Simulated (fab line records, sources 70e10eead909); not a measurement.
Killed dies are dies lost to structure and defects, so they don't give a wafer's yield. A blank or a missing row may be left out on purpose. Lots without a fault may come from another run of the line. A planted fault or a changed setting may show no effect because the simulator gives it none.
Chamber matching | flow nand_harc | NHARC_P_ZERO_WELL_DESCUM_39 on rie_diel-02: 4 sister chambers
The step chemistry O2, time 3 s. 16 wafers are shown with their chamber, then 8 later ones without.

WAFERS WITH THEIR CHAMBER
wafer  | chamber | drypump_motor_current_A (A) | showerhead_plenum_p_Torr (Torr) | rf_vpp_V (V)
L297.2 | 3       | 5.9                         | 1.79                            | 57.8
L297.5 | 2       | 5.1                         | 1.82                            | 57.2
L297.6 | 1       | 6.0                         | 1.90                            | 56.8
L302.1 | 3       | 5.9                         | 1.79                            | 57.3
L302.2 | 0       | 6.2                         | 1.83                            | 57.8
L302.6 | 0       | 6.2                         | 1.83                            | 57.9
L303.2 | 0       | 6.2                         | 1.83                            | 57.7
L303.3 | 2       | 5.1                         | 1.81                            | 57.7
L303.5 | 3       | 5.9                         | 1.79                            | 55.7
L305.1 | 0       | 6.2                         | 1.83                            | 56.8
L305.3 | 1       | 5.9                         | 1.89                            | 57.9
L305.6 | 1       | 5.9                         | 1.89                            | 58.7
L313.2 | 0       | 6.2                         | 1.82                            | 57.7
L313.5 | 3       | 5.9                         | 1.77                            | 56.8
L313.6 | 0       | 6.2                         | 1.82                            | 58.8
L315.1 | 3       | 5.9                         | 1.77                            | 56.9

SIGNATURES (means of the wafers above)
reading                  | chamber 0 | chamber 1 | chamber 2 | chamber 3 | scatter within a chamber
drypump_motor_current_A  | 6.200     | 5.933     | 5.100     | 5.900     | 0.0236
showerhead_plenum_p_Torr | 1.8267    | 1.8933    | 1.8150    | 1.7820    | 0.0078
rf_vpp_V                 | 57.783    | 57.800    | 57.450    | 56.900    | 0.73
Rule: a wafer's distance from a chamber is the root of the sum, over the readings, of the square of ((its reading less the chamber's mean) divided by the reading's scatter). The wafer belongs to the nearest chamber; if the next one is less than 2 further off, it can't be placed. The scatter: the root of (the sum of the squares of (reading less its chamber's mean) over the shown wafers, divided by (wafers less chambers)).

WAFERS WITHOUT THEIR CHAMBER
wafer  | drypump_motor_current_A (A) | showerhead_plenum_p_Torr (Torr) | rf_vpp_V (V)
L315.3 | 6.2                         | 1.82                            | 58.3
L315.6 | 5.1                         | 1.80                            | 58.6
L317.1 | 6.2                         | 1.82                            | 57.8
L317.2 | 5.1                         | 1.80                            | 57.6
L317.3 | 5.9                         | 1.88                            | 57.0
L319.1 | 5.1                         | 1.80                            | 57.6
L319.5 | 5.9                         | 1.87                            | 57.6
L319.6 | 5.1                         | 1.80                            | 56.9

WHICH CHAMBER EACH WENT THROUGH
wafer  | from the rows above | in truth
L315.3 | 0                   | 0
L315.6 | 2                   | 2
L317.1 | 0                   | 0
L317.2 | 2                   | 2
L317.3 | 1                   | 1
L319.1 | 2                   | 2
L319.5 | 1                   | 1
L319.6 | 2                   | 2
Placed correctly: 8 of 8. Can't be placed from these rows: 0. Placed wrongly: 0.
